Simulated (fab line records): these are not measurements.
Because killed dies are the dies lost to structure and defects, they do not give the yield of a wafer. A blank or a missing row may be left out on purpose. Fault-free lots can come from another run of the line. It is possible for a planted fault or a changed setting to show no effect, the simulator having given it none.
Split-lot experiment + flow n5 finfet + 39 wafers read across 7 lots, on a route 1938 steps long

## SPLIT DETAILS
At N5_BEOL_M0_SAQP_ETCH_84 (etches SOC in N2/H2, target depth 100 nm, overetch 20 nm, time 150 s), the setting time s was moved away from the recipe's 150 s on 12 of the 39 wafers read, by +27.6% to +55.5%. For the rest of the wafers, this setting stayed at what the recipe calls for.

## FROM SPLIT TO READING: 1 step shown by the file between the two
- N5_BEOL_M0_SAQP_STRIP_80: strips in N2/H2

## THE READING
etch.depth nm (the simulator's own value, which no gauge read), in nm, at N5_BEOL_M0_SAQP_HM_OPEN_112 (chemistry CHF3/O2, target SiO2, stops on a-Si, target depth 12 nm, time 13.5 s). The file does not state a usual value for it. Average 11.978 nm, standard deviation 0.19 nm, over the 27 wafers here run with the recipe.

| wafer  | tool, chamber at the split | time s as run, s | against the recipe | etch.depth nm, nm | against lot-mates on the recipe |
|--------|----------------------------|------------------|--------------------|-------------------|---------------------------------|
| L081.1 | rie diel-03, 1,2,0         | 150              | recipe             | 12.11             | -                               |
| L081.2 | rie diel-03, 1,2,0         | 150              | recipe             | 11.83             | -                               |
| L081.3 | rie diel-03, 3             | 150              | recipe             | 12                | -                               |
| L081.4 | rie diel-03, 1,2,0         | 150              | recipe             | 12.07             | -                               |
| L081.5 | rie diel-03, 0             | 150              | recipe             | 12.3              | -                               |
| L081.6 | rie diel-03, 3             | 150              | recipe             | 12.24             | -                               |
| L083.1 | rie diel-06, 2,1           | 150              | recipe             | 11.78             | -                               |
| L083.2 | rie diel-06, 3,0,3         | 191.4            | +27.6%             | 9.963             | -1.910                          |
| L083.3 | rie diel-06, 3,0,3         | 191.4            | +27.6%             | 9.842             | -2.031                          |
| L083.4 | rie diel-06, 2,1           | 150              | recipe             | 11.88             | -                               |
| L083.5 | rie diel-06, 3,0,3         | 191.4            | +27.6%             | 9.993             | -1.880                          |
| L083.6 | rie diel-06, 0             | 150              | recipe             | 11.96             | -                               |
| L086.1 | rie diel-03, 0,1,1         | 150              | recipe             | 11.76             | -                               |
| L086.2 | rie diel-03, 0,1,1         | 150              | recipe             | 11.97             | -                               |
| L086.5 | rie diel-03, 0,1,1         | 150              | recipe             | 11.83             | -                               |
| L088.1 | rie diel-06, 1             | 150              | recipe             | 12.03             | -                               |
| L088.2 | rie diel-06, 3,2           | 217.7            | +45.1%             | 8.862             | -3.218                          |
| L088.3 | rie diel-06, 0,2           | 150              | recipe             | 12.09             | -                               |
| L088.4 | rie diel-06, 0,2           | 150              | recipe             | 12.12             | -                               |
| L088.5 | rie diel-06, 3,2           | 217.7            | +45.1%             | 9.253             | -2.827                          |
| L088.6 | rie diel-06, 3             | 217.7            | +45.1%             | 9.102             | -2.978                          |
| L094.1 | rie diel-04, 1,2,0,1       | 150              | recipe             | 11.84             | -                               |
| L094.2 | rie diel-04, 1,2,0,1       | 150              | recipe             | 11.66             | -                               |
| L094.3 | rie diel-04, 1,2,0,1       | 150              | recipe             | 11.78             | -                               |
| L094.4 | rie diel-04, 3,2           | 150              | recipe             | 12.02             | -                               |
| L094.5 | rie diel-04, 3,2           | 150              | recipe             | 11.92             | -                               |
| L094.6 | rie diel-04, 1,2,0,1       | 150              | recipe             | 12.09             | -                               |
| L096.1 | rie diel-03, 0,2           | 233.3            | +55.5%             | 8.136             | -4.104                          |
| L096.2 | rie diel-03, 0,2           | 233.3            | +55.5%             | 8.106             | -4.134                          |
| L096.3 | rie diel-03, 1,0           | 150              | recipe             | 12.12             | -                               |
| L096.4 | rie diel-03, 3             | 233.3            | +55.5%             | 8.565             | -3.675                          |
| L096.5 | rie diel-03, 1,0           | 150              | recipe             | 12.32             | -                               |
| L096.6 | rie diel-03, 3             | 150              | recipe             | 12.28             | -                               |
| L097.1 | rie diel-06, 3             | 150              | recipe             | 11.8              | -                               |
| L097.2 | rie diel-06, 0,3,0         | 207.9            | +38.6%             | 9.155             | -2.648                          |
| L097.3 | rie diel-06, 1,2           | 150              | recipe             | 11.63             | -                               |
| L097.4 | rie diel-06, 1,2           | 150              | recipe             | 11.98             | -                               |
| L097.5 | rie diel-06, 0,3,0         | 207.9            | +38.6%             | 9.333             | -2.470                          |
| L097.6 | rie diel-06, 0,3,0         | 207.9            | +38.6%             | 9.514             | -2.289                          |
Where a row lists several chambers, the file gives one row for several wafers and doesn't say which wafer went through which chamber.

THE FIT
A straight line over all 39 wafers: etch.depth nm changes by -0.067 nm for each +1% of time s; r = -0.99; the points scatter about the line by 0.19 nm.
The same after taking each lot's own level away (the mean of its wafers on the recipe; 39 wafers): -0.0686 nm for each +1%; r = -0.99; scatter 0.15 nm.
On that fit, the largest move of time s shifts the reading by 3.8 nm.
The lots' own levels span 11.8033 to 12.2400 nm, that is 2.3 times the standard deviation above.
The two slopes agree, so the slope changes little with the lot-to-lot level.
Check: for one of the wafers moved furthest among these (+55.5%), held out of the fit, the line's prediction against its lot-mates is -3.76 nm. It came out at -4.1 nm against them.

## OTHER SPLITS APPLIED TO THESE WAFERS
These wafers also went through other splits before the reading. Each is held against what the fit with the lots' levels taken away leaves over:
| other split on the same wafers           | wafers away from the commonest value | r with etch.depth nm (lot level and that fit taken away) |
|------------------------------------------|--------------------------------------|----------------------------------------------------------|
| N5_SD_EPI_N_EPI_21 epi growth time s     | 18                                   | -0.10                                                    |
| N5_MOL_CONTACT_COAG_CVD_140 target thk a | 12                                   | -0.27                                                    |

## THE WHOLE CHAIN: every reading that the file lists as answering this split, in the file's order
| step                        | what it does                                                                   | reading                                                                               | change (the file's fit)                | r (the file's) |
|-----------------------------|--------------------------------------------------------------------------------|---------------------------------------------------------------------------------------|----------------------------------------|----------------|
| N5_BEOL_M0_SAQP_ETCH_84     | etches SOC in N2/H2, target depth 100 nm, overetch 20 nm, time 150 s           | SiARC_of_BEOL_M0_SAQP_COAT_82.thk nm (the simulator's own value, which no gauge read) | -0.0566 nm for each +1% of the setting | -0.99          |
| N5_BEOL_M0_SAQP_HM_OPEN_112 | chemistry CHF3/O2, target SiO2, stops on a-Si, target depth 12 nm, time 13.5 s | etch.depth nm (the simulator's own value, which no gauge read)                        | -0.0685 nm for each +1% of the setting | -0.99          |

## FILE'S OWN FIT
etch.depth nm changes by -0.0685 nm for each +1% of time s, r = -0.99.
